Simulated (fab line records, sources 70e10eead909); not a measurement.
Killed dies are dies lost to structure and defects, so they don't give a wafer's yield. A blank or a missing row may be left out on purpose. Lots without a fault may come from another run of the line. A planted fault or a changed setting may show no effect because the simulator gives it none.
Chamber matching | flow nand_harc | NHARC_P_CONTACT_DESCUM_17 on rie_diel-09: 4 sister chambers
The step chemistry O2, time 3 s. 8 wafers are shown with their chamber, then 7 later ones without.

WAFERS WITH THEIR CHAMBER
wafer  | chamber | drypump_motor_current_A (A) | rf_vpp_V (V)
L082.6 | 0       | 5.60                        | 57.3
L086.3 | 1       | 5.80                        | 58.6
L086.6 | 2       | 5.67                        | 58.9
L086.2 | 3       | 6.34                        | 58.6
L086.4 | 0       | 5.58                        | 56.6
L086.5 | 1       | 5.80                        | 57.9
L089.1 | 3       | 6.36                        | 58.6
L089.2 | 2       | 5.62                        | 58.6

WAFERS WITHOUT THEIR CHAMBER
wafer  | drypump_motor_current_A (A) | rf_vpp_V (V)
L089.5 | 5.63                        | 57.5
L090.2 | 6.39                        | 57.9
L090.5 | 6.37                        | 57.0
L090.6 | 5.63                        | 57.0
L091.1 | 5.58                        | 59.3
L091.3 | 6.40                        | 57.9
L091.5 | 5.58                        | 58.9

WHICH CHAMBER EACH WENT THROUGH
wafer  | from the rows above     | in truth
L089.5 | can't be placed: 0 or 2 | 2
L090.2 | 3                       | 3
L090.5 | 3                       | 3
L090.6 | 0                       | 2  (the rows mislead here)
L091.1 | 2                       | 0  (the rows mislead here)
L091.3 | 3                       | 3
L091.5 | 2                       | 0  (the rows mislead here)
Placed correctly: 3 of 7. Can't be placed from these rows: 1 (the true chamber is among the candidates in 1). Placed wrongly: 3.
How it was worked out, from the rows above alone: a wafer's distance from a chamber is the root of the sum, over the readings, of the square of ((its reading less the chamber's mean) divided by the reading's scatter). The wafer belongs to the nearest chamber; if the next one is less than 2 further off, it can't be placed. A chamber's mean is the mean of its shown wafers. The scatter: the root of (the sum of the squares of (reading less its chamber's mean) over the shown wafers, divided by (wafers less chambers)).
